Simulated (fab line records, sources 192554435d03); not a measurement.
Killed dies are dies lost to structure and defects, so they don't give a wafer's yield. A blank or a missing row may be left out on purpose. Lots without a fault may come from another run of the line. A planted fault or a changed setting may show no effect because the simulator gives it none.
Chamber matching | flow n5_finfet | N5_BEOL_M12_DEP_53 on pecvd-01: 3 sister chambers
The step deposits SiCN from 3MS/NH3, target thk 30 nm, time 10.5 s. 20 wafers are shown with their chamber, then 10 later ones without.

WAFERS WITH THEIR CHAMBER
wafer  | chamber | throttle_valve_pct (%) | showerhead_plenum_p_Torr (Torr)
L075.1 | 2       | 17.3                   | 4.114
L075.3 | 0       | 19.0                   | 4.137
L075.6 | 1       | 18.2                   | 4.181
L080.2 | 1       | 18.4                   | 4.187
L080.3 | 2       | 17.4                   | 4.123
L080.5 | 2       | 17.3                   | 4.130
L079.2 | 2       | 17.3                   | 4.128
L079.3 | 0       | 19.3                   | 4.130
L079.4 | 0       | 19.1                   | 4.108
L082.2 | 1       | 18.6                   | 4.179
L082.5 | 0       | 19.2                   | 4.112
L082.6 | 1       | 18.5                   | 4.181
L086.3 | 1       | 18.5                   | 4.186
L086.4 | 0       | 18.9                   | 4.118
L086.5 | 1       | 18.5                   | 4.183
L088.3 | 2       | 17.5                   | 4.124
L088.5 | 0       | 19.0                   | 4.120
L088.6 | 1       | 18.8                   | 4.186
L091.1 | 2       | 17.2                   | 4.118
L091.2 | 0       | 19.1                   | 4.127

SIGNATURES (means of the wafers above)
reading                  | chamber 0 | chamber 1 | chamber 2 | scatter within a chamber
throttle_valve_pct       | 19.086    | 18.500    | 17.333    | 0.146
showerhead_plenum_p_Torr | 4.12171   | 4.18329   | 4.12283   | 0.00714
Rule: a wafer's distance from a chamber is the root of the sum, over the readings, of the square of ((its reading less the chamber's mean) divided by the reading's scatter). The wafer belongs to the nearest chamber; if the next one is less than 2 further off, it can't be placed. The scatter: the root of (the sum of the squares of (reading less its chamber's mean) over the shown wafers, divided by (wafers less chambers)).

WAFERS WITHOUT THEIR CHAMBER
wafer  | throttle_valve_pct (%) | showerhead_plenum_p_Torr (Torr)
L091.4 | 19.3                   | 4.119
L090.2 | 18.6                   | 4.179
L090.4 | 18.9                   | 4.117
L090.5 | 18.7                   | 4.180
L092.1 | 19.1                   | 4.126
L092.4 | 18.6                   | 4.182
L092.6 | 19.0                   | 4.125
L096.2 | 18.5                   | 4.181
L096.3 | 19.1                   | 4.126
L096.4 | 17.3                   | 4.119

WHICH CHAMBER EACH WENT THROUGH
wafer  | from the rows above | in truth
L091.4 | 0                   | 0
L090.2 | 1                   | 1
L090.4 | 0                   | 0
L090.5 | 1                   | 1
L092.1 | 0                   | 0
L092.4 | 1                   | 1
L092.6 | 0                   | 0
L096.2 | 1                   | 1
L096.3 | 0                   | 0
L096.4 | 2                   | 2
Placed correctly: 10 of 10. Can't be placed from these rows: 0. Placed wrongly: 0.
